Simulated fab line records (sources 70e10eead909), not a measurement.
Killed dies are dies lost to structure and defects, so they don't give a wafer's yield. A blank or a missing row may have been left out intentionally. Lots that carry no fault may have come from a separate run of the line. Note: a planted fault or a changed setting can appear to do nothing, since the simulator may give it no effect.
Chamber matching + flow nand-harc + NHARC_P_BONDPAD_CMP_32 on cmp-03: 4 sister chambers
The step polishes SiCN, target thk 200 nm. 4 wafers are shown with their chamber, then 7 later ones without.

WAFERS PAIRED WITH THEIR CHAMBERS
| wafer  | chamber | motor-current-A (A) |
|--------|---------|---------------------|
| L083.3 | 0       | 11.7                |
| L083.5 | 1       | 12.6                |
| L086.2 | 2       | 11.6                |
| L086.4 | 3       | 11.7                |

WAFERS MISSING THEIR CHAMBER
| wafer  | motor-current-A (A) |
|--------|---------------------|
| L086.5 | 12.6                |
| L094.2 | 11.2                |
| L094.3 | 12.0                |
| L094.5 | 11.0                |
| L096.1 | 11.2                |
| L096.4 | 13.0                |
| L096.6 | 11.9                |

WHICH CHAMBER EACH WENT THROUGH
| wafer  | from the rows above               | in truth |
|--------|-----------------------------------|----------|
| L086.5 | 1                                 | 1        |
| L094.2 | can't be placed: 2 or 0 or 3      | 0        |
| L094.3 | can't be placed: 0 or 3 or 2 or 1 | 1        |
| L094.5 | can't be placed: 2 or 0 or 3      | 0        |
| L096.1 | can't be placed: 2 or 0 or 3      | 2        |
| L096.4 | 1                                 | 1        |
| L096.6 | can't be placed: 0 or 3 or 2 or 1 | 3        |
Correct placement for 2 of the 7. Cannot be placed on the basis of these rows: 5; the candidates contain the true chamber in 5. 0 placed wrongly.
How it was worked out, from the rows above alone: a wafer's distance from a chamber is the root of the sum, over the readings, of the square of ((its reading less the chamber's mean) divided by the reading's scatter). If the next closest chamber is less than 2 further off than the closest, the wafer can't be placed; otherwise it belongs to the closest. Each chamber's mean is taken over the wafers shown for it. The scatter: with one shown wafer a chamber, the root of the mean of the squares of how far each hidden wafer lies from its nearest shown one.
